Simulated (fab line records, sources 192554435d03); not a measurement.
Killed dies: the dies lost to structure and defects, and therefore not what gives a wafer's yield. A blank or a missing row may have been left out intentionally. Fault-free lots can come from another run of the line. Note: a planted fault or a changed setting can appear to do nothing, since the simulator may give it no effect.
Matching of chambers + flow n5Finfet + rieDiel-01 running N5_MOL_CONTACT_COAG_STRIP_96: 4 sister chambers
The step strips in N2/H2. 14 wafers are shown with their chamber, then 7 later ones without.

== WAFERS, EACH WITH ITS CHAMBER ==
| wafer  | chamber | drypumpMotorCurrentA (A) | throttleValvePct (%) | oesProductAu (a.u.) |
|--------|---------|--------------------------|----------------------|---------------------|
| L076.3 | 3       | 4.8                      | 19.35                | 0.74                |
| L076.4 | 2       | 5.7                      | 19.02                | 0.67                |
| L076.6 | 2       | 5.7                      | 19.02                | 0.68                |
| L077.4 | 0       | 6.5                      | 18.29                | 0.91                |
| L077.5 | 3       | 4.8                      | 19.34                | 0.76                |
| L077.6 | 2       | 5.7                      | 19.03                | 0.68                |
| L078.4 | 0       | 6.6                      | 18.33                | 0.90                |
| L078.5 | 2       | 5.7                      | 19.03                | 0.68                |
| L078.6 | 3       | 4.8                      | 19.32                | 0.75                |
| L086.3 | 0       | 6.5                      | 18.34                | 0.86                |
| L086.4 | 3       | 4.8                      | 19.34                | 0.72                |
| L086.5 | 0       | 6.5                      | 18.34                | 0.87                |
| L090.1 | 1       | 5.7                      | 19.14                | 0.68                |
| L090.2 | 3       | 4.8                      | 19.38                | 0.72                |

SIGNATURES (averages over the wafers above)
| reading              | chamber 0 | chamber 1 | chamber 2 | chamber 3 | scatter within a chamber |
|----------------------|-----------|-----------|-----------|-----------|--------------------------|
| drypumpMotorCurrentA | 6.525     | 5.700     | 5.700     | 4.800     | 0.0274                   |
| throttleValvePct     | 18.3250   | 19.1400   | 19.0250   | 19.3460   | 0.0193                   |
| oesProductAu         | 0.8850    | 0.6800    | 0.6775    | 0.7380    | 0.0175                   |
Rule: for each reading, subtract the chamber's mean from the wafer's reading, divide by that reading's scatter and square the result; add these up over the readings and take the root, which gives the wafer's distance from the chamber. The wafer belongs to the nearest chamber; if the next one is less than 2 further off, it can't be placed. The scatter is the square root of a quotient: the sum, over the shown wafers, of each reading's squared deviation from its chamber's mean, divided by wafers minus chambers.

== WAFERS WHOSE CHAMBER IS MISSING ==
| wafer  | drypumpMotorCurrentA (A) | throttleValvePct (%) | oesProductAu (a.u.) |
|--------|--------------------------|----------------------|---------------------|
| L090.6 | 6.5                      | 18.37                | 0.85                |
| L094.1 | 5.7                      | 18.63                | 0.91                |
| L094.5 | 6.5                      | 18.39                | 0.84                |
| L094.6 | 4.8                      | 19.38                | 0.72                |
| L097.1 | 5.7                      | 18.66                | 0.91                |
| L097.2 | 6.5                      | 18.39                | 0.84                |
| L097.4 | 4.8                      | 19.41                | 0.70                |

== CHAMBER TAKEN BY EACH ==
| wafer  | from the rows above | in truth |
|--------|---------------------|----------|
| L090.6 | 0                   | 0        |
| L094.1 | 2                   | 2        |
| L094.5 | 0                   | 0        |
| L094.6 | 3                   | 3        |
| L097.1 | 2                   | 2        |
| L097.2 | 0                   | 0        |
| L097.4 | 3                   | 3        |
Correct placement for 7 of the 7. Can't be placed from these rows: 0. Placed wrongly: 0.
